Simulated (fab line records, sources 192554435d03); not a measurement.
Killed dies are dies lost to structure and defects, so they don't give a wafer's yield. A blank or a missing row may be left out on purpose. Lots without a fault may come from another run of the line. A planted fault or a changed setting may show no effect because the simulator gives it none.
Chamber matching | flow n5_finfet | N5_STI_FIN_REVEAL_STRIP_24 on rie_diel-01: 4 sister chambers
The step strips in N2/H2, time 90 s. 14 wafers are shown with their chamber, then 7 later ones without.

WAFERS WITH THEIR CHAMBER
wafer  | chamber | showerhead_plenum_p_Torr (Torr) | throttle_valve_pct (%) | oes_product_au (a.u.)
L075.2 | 3       | 3.18                            | 12.43                  | 0.67
L075.4 | 0       | 3.39                            | 12.03                  | 0.82
L075.5 | 1       | 3.51                            | 12.19                  | 0.73
L076.1 | 1       | 3.51                            | 12.21                  | 0.72
L076.3 | 2       | 3.27                            | 12.27                  | 0.76
L076.4 | 1       | 3.51                            | 12.21                  | 0.73
L081.1 | 0       | 3.38                            | 12.04                  | 0.80
L081.2 | 3       | 3.58                            | 11.78                  | 0.92
L081.3 | 1       | 3.50                            | 12.23                  | 0.72
L086.2 | 2       | 3.25                            | 12.32                  | 0.74
L086.3 | 3       | 3.57                            | 11.80                  | 0.89
L086.4 | 1       | 3.49                            | 12.26                  | 0.70
L087.2 | 1       | 3.49                            | 12.27                  | 0.71
L087.4 | 3       | 3.57                            | 11.81                  | 0.88

SIGNATURES (means of the wafers above)
reading                  | chamber 0 | chamber 1 | chamber 2 | chamber 3 | scatter within a chamber
showerhead_plenum_p_Torr | 3.3850    | 3.5017    | 3.2600    | 3.4750    | 0.108
throttle_valve_pct       | 12.0350   | 12.2283   | 12.2950   | 11.9550   | 0.175
oes_product_au           | 0.8100    | 0.7183    | 0.7500    | 0.8400    | 0.0636
Rule: a wafer's distance from a chamber is the root of the sum, over the readings, of the square of ((its reading less the chamber's mean) divided by the reading's scatter). The wafer belongs to the nearest chamber; if the next one is less than 2 further off, it can't be placed. The scatter: the root of (the sum of the squares of (reading less its chamber's mean) over the shown wafers, divided by (wafers less chambers)).

WAFERS WITHOUT THEIR CHAMBER
wafer  | showerhead_plenum_p_Torr (Torr) | throttle_valve_pct (%) | oes_product_au (a.u.)
L087.6 | 3.25                            | 12.32                  | 0.74
L094.2 | 3.37                            | 12.12                  | 0.78
L094.5 | 3.56                            | 11.86                  | 0.85
L094.6 | 3.37                            | 12.12                  | 0.78
L097.1 | 3.24                            | 12.38                  | 0.72
L097.4 | 3.48                            | 12.33                  | 0.69
L097.5 | 3.36                            | 12.14                  | 0.77

WHICH CHAMBER EACH WENT THROUGH
wafer  | from the rows above               | in truth
L087.6 | 2                                 | 2
L094.2 | can't be placed: 0 or 2 or 3 or 1 | 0
L094.5 | can't be placed: 3 or 0           | 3
L094.6 | can't be placed: 0 or 2 or 3 or 1 | 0
L097.1 | can't be placed: 2 or 1           | 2
L097.4 | can't be placed: 1 or 2 or 0      | 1
L097.5 | can't be placed: 0 or 2 or 1 or 3 | 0
Placed correctly: 1 of 7. Can't be placed from these rows: 6 (the true chamber is among the candidates in 6). Placed wrongly: 0.
